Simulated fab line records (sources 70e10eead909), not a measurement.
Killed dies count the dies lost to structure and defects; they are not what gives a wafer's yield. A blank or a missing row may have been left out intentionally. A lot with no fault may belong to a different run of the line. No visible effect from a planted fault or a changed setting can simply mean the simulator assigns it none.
fab line records    flow nand_harc
record: lots: 13  wafers: 39  last_day: 34
route steps=1302 shown A_M0@1150 A_M1@1169 END@1302
lots untouched by any fault: they come from a run of this same line in which no faults occurred
start_h: start of the lot's first displayed wafer, in hours after the record's first day    wait_h: hours from the lot's prior step to this one    " identical to the entry in the row above    L1.1+2: several wafers, shown together as one row    - either no value or no given start    * or withheld: withheld    < > ~ a bound
route shown NAME@n: NAME is a module with steps in the file, n the number in the route of the first one    usual: the fault-free wafers' mean and standard deviation    same: alike in all rows    chamber/n: place in a boat    sites: readings site by site    _std_site: the values' standard deviation    _edge_site: inner sites' mean taken away from outer sites' mean    radius_mm: how far each site lies from the wafer's centre    mask NAME#n: copy n    behind: the most recent tool/chamber to have shaped the wafer    hold: the reason the lot was held/the length of the hold in hours/how it ended    device: transistor that didn't switch, given as n, p or np    end of line: tests run on the same wafers once the route is complete    step lacking rows: just its recipe    killed: dies lost to structure and defects at the first sort, not the wafer's yield    map: the dies of a wafer, with x for killed, . for not killed, _ for no die there
set.NAME: setting as actually run; set.NAME@STEP: the setting as run at that earlier step    model.NAME: the simulator's own value behind a step, which no gauge read
steps of the route over a sample of lots; a table a step, a row a wafer
services: a tool's chamber out of use, with start hour (start_h, from the record's first day; less than 0 if before it), hours out, and reason
== steps ==
step: NHARC_A_M0_DESCUM_14
recipe: time_s: 3  o2_flow_sccm: 200  ar_flow_sccm: 0  bias_power_w: 0  chemistry: O2
usual: drypump_motor_current_A: 5.6/0.55  oes_product_au: 1.002/0.011  rf_vpp_V: 57.6/0.88  showerhead_plenum_p_Torr: 1.88/0.071  throttle_valve_pct: 11.312/0.009
lot.wafer  tool         chamber  start_h  wait_h  drypump_motor_current_A  oes_product_au  rf_hours_counter_h  rf_vpp_V  showerhead_plenum_p_Torr  throttle_valve_pct
L210.4     rie_diel-05  3        543.93   0.1     4.8                      0.993           6                   57.4      1.83                      11.314
L210.6     "            1        "        "       5.5                      1.003           -                   56.6      1.86                      11.314
L210.5     "            2        "        "       5.3                      0.989           -                   58.2      2.01                      11.302
L213.1     rie_diel-05  3        545.41   0.1     4.8                      0.991           6                   57.8      1.83                      11.316
L213.5     "            1        "        "       5.5                      1.004           -                   57.9      1.86                      11.309
L213.6     "            2        "        "       5.3                      0.980           -                   57.6      2.01                      11.323
L212.3     rie_diel-01  1        545.76   0.1     6.7                      0.989           8                   56.6      1.81                      11.324
L212.2     "            2        "        "       5.5                      1.003           9                   57.7      1.86                      11.321
L212.6     "            0        "        "       6.1                      1.001           -                   56.7      1.78                      11.308
L214.1     rie_diel-05  3        558.22   0.1     4.8                      0.989           7                   57.9      1.83                      11.295
L214.4     "            1        "        "       5.5                      1.000           7                   56.7      1.86                      11.308
L214.6     "            3        "        "       4.8                      0.986           -                   57.8      1.83                      11.318
L216.4     rie_diel-05  0        582.57   0.1     5.3                      1.020           9                   57.2      1.86                      11.304
L216.5     "            2        "        "       5.3                      0.992           -                   59.7      2.01                      11.297
L216.6     "            3        "        "       4.8                      0.977           -                   57.2      1.83                      11.313
L218.2     rie_diel-05  3        609.37   0.1     4.8                      0.991           1                   56.9      1.83                      11.301
L218.4     "            0        "        "       5.3                      0.996           1                   56.0      1.86                      11.320
L218.5     "            2        "        "       5.3                      0.994           -                   55.5      2.01                      11.323
L222.4     rie_diel-05  1        637.92   0.1     5.5                      0.995           3                   56.2      1.86                      11.318
L222.1     "            2        "        "       5.3                      1.013           4                   58.7      2.01                      11.315
L222.6     "            0        "        "       5.3                      0.998           -                   58.7      1.86                      11.321
L224.3     rie_diel-01  1        686.34   0.1     6.8                      0.996           9                   57.5      1.80                      11.300
L224.2     "            3        "        "       4.8                      0.980           8                   57.1      1.92                      11.320
L224.1     "            0        "        "       6.1                      1.014           5                   58.2      1.78                      11.312
L230.4     rie_diel-05  2        708.84   0.1     5.3                      1.026           8                   58.0      2.01                      11.311
L230.3     "            3        "        "       4.8                      1.004           7                   57.6      1.83                      11.316
L230.6     "            2        "        "       5.3                      1.020           -                   58.9      2.00                      11.318
L228.2     rie_diel-03  1        712.72   0.1     6.6                      1.002           4                   58.9      1.99                      11.307
L228.3     "            3        "        "       5.6                      0.996           2                   57.3      1.82                      11.325
L228.5     "            1        "        "       6.6                      1.011           -                   58.1      1.99                      11.318
L227.3     rie_diel-05  0        715.77   0.1     5.3                      1.024           5                   58.3      1.85                      11.309
L227.4     "            3        "        "       4.8                      1.012           8                   56.5      1.83                      11.296
L227.5     "            1        "        "       5.5                      0.999           -                   58.7      1.86                      11.315
L233.4     rie_diel-05  0        757.51   0.1     5.3                      1.016           7                   57.4      1.85                      11.322
L233.1     "            3        "        "       4.9                      0.990           9                   58.6      1.83                      11.291
L233.6     "            0        "        "       5.3                      1.010           -                   57.8      1.85                      11.312
L232.4     rie_diel-05  2        759.50   0.1     5.3                      1.008           10                  57.3      2.00                      11.309
L232.3     "            0        "        "       5.3                      1.017           7                   58.0      1.85                      11.312
L232.6     "            2        "        "       5.3                      1.018           -                   58.1      2.00                      11.322
step: NHARC_A_M0_CMP_23
recipe: t_overpolish_s: 20  target_thk_nm: 113.75
usual: motor_current_A: 12.0/1.1  retaining_ring_pressure_frac: 1.001/0.0052  time_to_endpoint_s: 29.9/2.7
lot.wafer  tool    chamber  start_h  wait_h  motor_current_A  retaining_ring_pressure_frac  time_to_endpoint_s
L210.4     cmp-01  0        545.95   -       13.5             1.008                         32.1
L210.5     "       3        "        "       11.2             0.994                         27.9
L210.6     "       0        "        "       12.7             1.000                         33.0
L213.1     cmp-04  3        547.49   -       11.5             0.999                         30.3
L213.6     "       1        "        "       10.1             1.002                         28.4
L213.5     "       2        "        "       13.8             0.998                         27.9
L212.3     cmp-01  2        547.81   -       13.4             0.996                         33.0
L212.2     "       0        "        "       13.2             1.010                         31.5
L212.6     "       2        "        "       12.5             1.002                         35.2
L214.1     cmp-01  3        560.27   -       10.7             1.007                         33.3
L214.4     "       0        "        "       12.1             1.007                         33.8
L214.6     "       1        "        "       11.3             1.000                         37.6
L216.4     cmp-02  1        584.60   -       12.2             1.001                         28.5
L216.6     "       1        "        "       12.7             0.998                         30.3
L216.5     "       2        "        "       10.3             0.998                         31.5
L218.4     cmp-02  1        611.44   -       11.3             0.994                         31.7
L218.2     "       2        "        "       10.3             0.995                         33.3
L218.5     "       0        "        "       13.3             0.997                         30.4
L222.4     cmp-01  3        640.01   -       10.6             1.002                         27.4
L222.1     "       0        "        "       13.0             1.002                         28.8
L222.6     "       1        "        "       11.0             0.996                         30.7
L224.1     cmp-01  1        688.35   -       10.7             1.001                         31.1
L224.3     "       2        "        "       12.9             1.006                         30.4
L224.2     "       0        "        "       12.6             1.005                         29.9
L230.3     cmp-02  3        710.85   -       13.0             1.001                         27.9
L230.4     "       1        "        "       11.6             1.002                         29.4
L230.6     "       3        "        "       13.0             1.004                         28.4
L228.2     cmp-01  3        714.79   -       12.0             1.005                         25.3
L228.3     "       0        "        "       12.5             1.010                         27.6
L228.5     "       2        "        "       12.9             0.997                         29.6
L227.3     cmp-04  3        717.82   -       11.9             0.996                         30.1
L227.4     "       1        "        "       10.7             0.999                         29.6
L227.5     "       2        "        "       13.6             0.992                         28.4
L233.1     cmp-01  2        759.55   -       13.0             1.003                         30.8
L233.4     "       0        "        "       12.9             1.000                         28.1
L233.6     "       3        "        "       11.3             0.999                         28.4
L232.3     cmp-02  1        761.55   -       11.4             0.996                         29.4
L232.4     "       3        "        "       13.7             1.014                         30.3
L232.6     "       1        "        "       11.6             0.992                         29.5
step: NHARC_A_M1_DEP_00
recipe: target_thk_a: 1825  target_thk_nm: 182.5  temp_c: withheld  pressure_torr: 5  flow_sccm: 200  rf_w: 600  material: SiOC
usual: chamber_pressure_Torr: 5.000/0.011  rf_fwd_power_W: 598.6/1.8
lot.wafer  tool      chamber  start_h  wait_h  chamber_pressure_Torr  rf_fwd_power_W
L210.4     pecvd-02  2        547.08   -       4.996                  597.3
L210.6     "         0        "        "       5.005                  600.4
L210.5     "         1        "        "       5.017                  597.7
L213.1     pecvd-02  0        548.48   -       4.982                  599.9
L213.5     "         0        "        "       4.978                  602.6
L213.6     "         2        "        "       5.003                  596.9
L212.3     pecvd-04  2        548.81   -       5.013                  598.5
L212.2     "         1        "        "       5.014                  597.7
L212.6     "         0        "        "       4.990                  601.5
L214.1     pecvd-04  1        561.29   -       4.989                  600.4
L214.6     "         0        "        "       4.989                  596.3
L214.4     "         1        "        "       5.002                  597.0
L216.5     pecvd-04  1        585.79   -       4.980                  598.2
L216.4     "         2        "        "       5.021                  598.7
L216.6     "         0        "        "       5.006                  598.3
L218.2     pecvd-01  1        612.48   -       4.994                  598.1
L218.4     "         0        "        "       5.001                  599.2
L218.5     "         2        "        "       4.996                  599.0
L222.1     pecvd-02  2        641.46   -       5.006                  597.5
L222.4     "         2        "        "       5.003                  598.1
L222.6     "         0        "        "       5.011                  599.2
L224.1     pecvd-04  0        689.39   -       4.988                  594.4
L224.2     "         1        "        "       4.995                  598.0
L224.3     "         2        "        "       4.998                  598.7
L230.3     pecvd-04  1        712.00   0.3     -                      -
L230.4     "         1        "        "       -                      -
L230.6     "         0        "        "       -                      -
L228.3     pecvd-04  0        715.99   0.3     -                      -
L228.2     "         1        "        "       -                      -
L228.5     "         0        "        "       -                      -
L227.3     pecvd-02  1        718.91   -       -                      -
L227.4     "         0        "        "       -                      -
L227.5     "         1        "        "       -                      -
L233.1     pecvd-02  1        760.67   -       4.998                  598.8
L233.6     "         0        "        "       5.028                  600.7
L233.4     "         1        "        "       5.005                  600.2
L232.3     pecvd-04  2        762.54   -       4.990                  596.6
L232.4     "         2        "        "       5.019                  598.4
L232.6     "         1        "        "       5.007                  598.1
step: NHARC_A_M1_OVL_MEAS_10
recipe: pitch_nm: 240
usual: overlay_x_nm: -0.3/0.75  overlay_y_nm: -0.3/0.87
lot.wafer  tool        chamber  start_h  wait_h  overlay_x_nm  overlay_y_nm
L210.4     overlay-02  -        547.87   -       -0.3          0.8
L210.5     "           -        "        "       0.0           0.8
L210.6     "           -        "        "       -0.4          0.7
L213.1     overlay-02  -        549.40   -       0.4           -0.3
L213.5     "           -        "        "       0.3           -0.2
L213.6     "           -        "        "       0.5           -0.2
L212.2     overlay-01  -        549.73   -       0.5           -2.9
L212.3     "           -        "        "       0.5           -3.0
L212.6     "           -        "        "       0.4           -2.2
L214.1     overlay-02  -        562.16   -       -0.5          -0.1
L214.4     "           -        "        "       -0.7          -0.9
L214.6     "           -        "        "       -0.8          -0.9
L216.4     overlay-01  -        586.45   -       -1.0          1.1
L216.5     "           -        "        "       -0.9          0.9
L216.6     "           -        "        "       -1.2          1.5
L218.2     overlay-01  -        613.35   -       -0.2          0.7
L218.4     "           -        "        "       -0.7          0.1
L218.5     "           -        "        "       -1.0          0.3
L222.1     overlay-02  -        642.34   -       -0.8          -0.6
L222.4     "           -        "        "       -1.4          -0.1
L222.6     "           -        "        "       -1.1          -0.4
L224.1     overlay-02  -        690.31   -       -0.8          -0.3
L224.2     "           -        "        "       -0.9          -0.3
L224.3     "           -        "        "       -0.6          -0.5
L230.3     overlay-02  -        712.93   -       0.1           -0.3
L230.4     "           -        "        "       -0.1          -0.4
L230.6     "           -        "        "       -0.6          0.1
L228.2     overlay-02  -        716.86   -       -0.9          -0.6
L228.3     "           -        "        "       -0.8          -0.6
L228.5     "           -        "        "       -0.6          -0.6
L227.3     overlay-02  -        719.62   -       0.0           0.4
L227.4     "           -        "        "       -0.1          -0.1
L227.5     "           -        "        "       0.4           0.2
L233.1     overlay-02  -        761.50   -       -0.6          -0.3
L233.4     "           -        "        "       -0.8          -0.4
L233.6     "           -        "        "       -0.5          -0.2
L232.3     overlay-01  -        763.34   -       -1.4          -1.5
L232.4     "           -        "        "       -2.3          -1.0
L232.6     "           -        "        "       -1.7          -1.2
step: NHARC_END_SORT_01
recipe: temp_c: 25
usual: defect_limited_yield: 90.6/2.8  killed_at_array: 58/20  killed_at_other: 0.8/1  killed_at_periphery: 4.6/2.8  killed_dies: 63/19  killed_open: 3.4/2  killed_short: 2.4/1.8
same: gross_dies: 677
lot.wafer  tool       chamber  start_h  wait_h  defect_limited_yield[%]  killed_at_array  killed_at_other  killed_at_periphery  killed_dies  killed_open  killed_short
L224.1     prober-02  0        726.55   2.5     94.5                     33               1                3                    37           2            2
L224.2     prober-02  0        727.36   2.8     93.8                     36               2                4                    42           5            3
L224.3     prober-02  0        728.17   3.1     95.0                     26               2                6                    34           4            2
L230.3     prober-01  0        751.19   3.1     0                        674              1                2                    677          1            4
L230.4     prober-01  0        751.99   3.4     0                        672              0                5                    677          3            2
L230.6     prober-01  0        753.59   4.0     0                        671              0                6                    677          2            1
L227.3     prober-01  0        763.07   3.1     0                        671              0                6                    677          3            4
L227.4     prober-01  0        763.87   3.4     0                        675              0                2                    677          4            1
L227.5     prober-01  0        764.67   3.7     0                        674              0                3                    677          4            2
L228.2     prober-01  0        770.05   2.8     0                        674              0                3                    677          4            4
L228.3     prober-01  0        770.86   3.1     0                        672              1                4                    677          0            1
L228.5     prober-01  0        772.47   3.7     0                        668              0                9                    677          7            3
killed by level:class
L224.1 A_CHANNEL_HOLE_D1:chamber_film_flake=14 A_SLIT:chamber_film_flake=5 A_CONTACT:chamber_film_flake=3 P_M1:chamber_film_flake=2 A_DECK1_JOINT:chamber_film_flake=2 A_CHANNEL_FILL_D2:chamber_film_flake=2 A_STAIRCASE:chamber_film_flake=2 A_CHANNEL_FILL_D1:geometric_particle:short=1
L224.2 A_CHANNEL_HOLE_D1:chamber_film_flake=12 A_SLIT:chamber_film_flake=4 A_DECK1_JOINT:geometric_particle:open=3 P_M1:chamber_film_flake=3 A_CHANNEL_FILL_D1:chamber_film_flake=3 A_WL_FILL:chamber_film_flake=3 A_CONTACT:chamber_film_flake=3 A_WL_FILL:geometric_particle:short=2
L224.3 A_CHANNEL_HOLE_D1:chamber_film_flake=8 P_M1:chamber_film_flake=5 A_SLIT:chamber_film_flake=4 A_SGD_CUT:geometric_particle:open=2 A_WL_FILL:geometric_particle:short=2 A_CHANNEL_FILL_D1:chamber_film_flake=2 A_DECK1_JOINT:chamber_film_flake=2 THIN_TSV:chamber_film_flake=2
L230.3 A_M1:area_dep=608 A_SLIT:chamber_film_flake=31 A_CHANNEL_HOLE_D1:chamber_film_flake=14 A_CONTACT:chamber_film_flake=5 A_CHANNEL_FILL_D1:chamber_film_flake=4 A_M1:chamber_film_flake=4 A_WL_FILL:geometric_particle:short=3 A_ONON_D1:geometric_particle:short=1
L230.4 A_M1:area_dep=634 A_SLIT:chamber_film_flake=17 A_CHANNEL_HOLE_D1:chamber_film_flake=7 A_CONTACT:chamber_film_flake=3 P_M0:chamber_film_flake=2 A_M1:chamber_film_flake=2 P_M0:geometric_particle:open=1 A_DECK1_JOINT:geometric_particle:short=1
L230.6 A_M1:area_dep=605 A_SLIT:chamber_film_flake=36 A_CHANNEL_HOLE_D1:chamber_film_flake=12 A_CONTACT:chamber_film_flake=5 P_GATE:chamber_film_flake=4 A_M1:chamber_film_flake=3 A_CHANNEL_FILL_D1:chamber_film_flake=2 A_DECK1_JOINT:chamber_film_flake=2
L227.3 A_M1:area_dep=638 A_SLIT:chamber_film_flake=22 A_CHANNEL_HOLE_D1:chamber_film_flake=4 P_M0:geometric_particle:short=2 A_WL_FILL:chamber_film_flake=2 A_CONTACT:chamber_film_flake=2 P_M0:geometric_particle:open=1 P_M1:geometric_particle:open=1
L227.4 A_M1:area_dep=628 A_SLIT:chamber_film_flake=25 A_CHANNEL_HOLE_D1:chamber_film_flake=8 A_STAIRCASE:chamber_film_flake=3 A_CONTACT:chamber_film_flake=3 A_WL_FILL:geometric_particle:open=2 A_WL_FILL:chamber_film_flake=2 A_ONON_D1:geometric_particle:open=1
L227.5 A_M1:area_dep=609 A_SLIT:chamber_film_flake=39 A_CHANNEL_HOLE_D1:chamber_film_flake=13 A_STAIRCASE:chamber_film_flake=5 A_WL_FILL:chamber_film_flake=2 P_M1:geometric_particle:open=1 A_DECK1_JOINT:geometric_particle:short=1 A_ONON_D2:geometric_particle:short=1
L228.2 A_M1:area_dep=626 A_SLIT:chamber_film_flake=20 A_CHANNEL_HOLE_D1:chamber_film_flake=11 A_WL_FILL:chamber_film_flake=3 A_CONTACT:chamber_film_flake=3 A_CHANNEL_HOLE_D1:geometric_particle:open=2 A_CHANNEL_FILL_D2:geometric_particle:short=2 A_STAIRCASE:chamber_film_flake=2
L228.3 A_M1:area_dep=592 A_SLIT:chamber_film_flake=34 A_CHANNEL_HOLE_D1:chamber_film_flake=30 A_CHANNEL_HOLE_D2:chamber_film_flake=4 A_WL_FILL:chamber_film_flake=4 A_CONTACT:chamber_film_flake=4 P_ZERO_WELL:chamber_film_flake=3 A_STAIRCASE:chamber_film_flake=2
L228.5 A_M1:area_dep=622 A_CHANNEL_HOLE_D1:chamber_film_flake=15 A_SLIT:chamber_film_flake=15 A_CONTACT:chamber_film_flake=7 P_CONTACT:geometric_particle:open=3 P_ZERO_WELL:chamber_film_flake=3 P_CONTACT:geometric_particle:short=1 P_M0:geometric_particle:open=1
== services ==
tool         chamber  start_h  hours  kind
cmp-02       -        528.02   4.0    pm
rie_diel-05  1        528.51   6.6    repair
cmp-02       -        537.51   2.2    repair
cmp-01       -        548.97   1.3    repair
cmp-01       -        557.03   2.9    repair
pecvd-04     0        562.97   4.6    repair
cmp-01       -        566.40   2.1    repair
cmp-01       -        577.66   4.0    pm
rie_diel-05  -        583.60   9.0    pm
pecvd-02     -        589.53   13.0   pm
rie_diel-05  0        614.98   14.2   repair
cmp-02       -        616.37   3.9    repair
cmp-02       -        626.02   4.0    pm
pecvd-04     -        631.00   13.0   pm
cmp-01       -        636.18   0.6    repair
pecvd-02     0        673.70   5.3    repair
cmp-02       -        674.72   0.6    repair
cmp-01       -        675.66   4.0    pm
rie_diel-05  -        692.03   0.7    repair
cmp-02       -        699.72   2.7    repair
pecvd-04     -        702.40   1.2    repair
pecvd-02     0        704.26   14.3   repair
cmp-01       -        752.03   0.6    repair
rie_diel-05  -        760.60   9.0    pm
== key ==
first_sign: step: NHARC_A_M1_DEP_00  reading: tool_record  direction: missing
effect: step: NHARC_END_SORT_01  reading: defect_limited_yield  direction: down  sigmas: 32  usual: 90.6  struck: 0
more_kills_born_at: NHARC_A_M1_DEP_00@pecvd-04: 3687  NHARC_A_M1_DEP_00@pecvd-02: 1875
met_at NHARC_A_M1_DEP_00
struck_lots L227,L228,L230
later_rows_left_out L227.3,L227.4,L227.5,L228.2,L228.3,L228.5,L230.3,L230.4,L230.6
not_acting_at NHARC_A_M0_DESCUM_14,NHARC_A_M0_CMP_23,NHARC_A_M1_OVL_MEAS_10
onset_between 689.39 712.00
fault: kind: skipped_step_whole  tool: pecvd-02,pecvd-04  chamber: -  onset_h: 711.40  steps: NHARC_A_M1_DEP_00  scope: struck_lots_only
later_rows_left_out: the simulator's readings of these wafers behind a module that went badly wrong aren't trusted and aren't shown, but for the sort
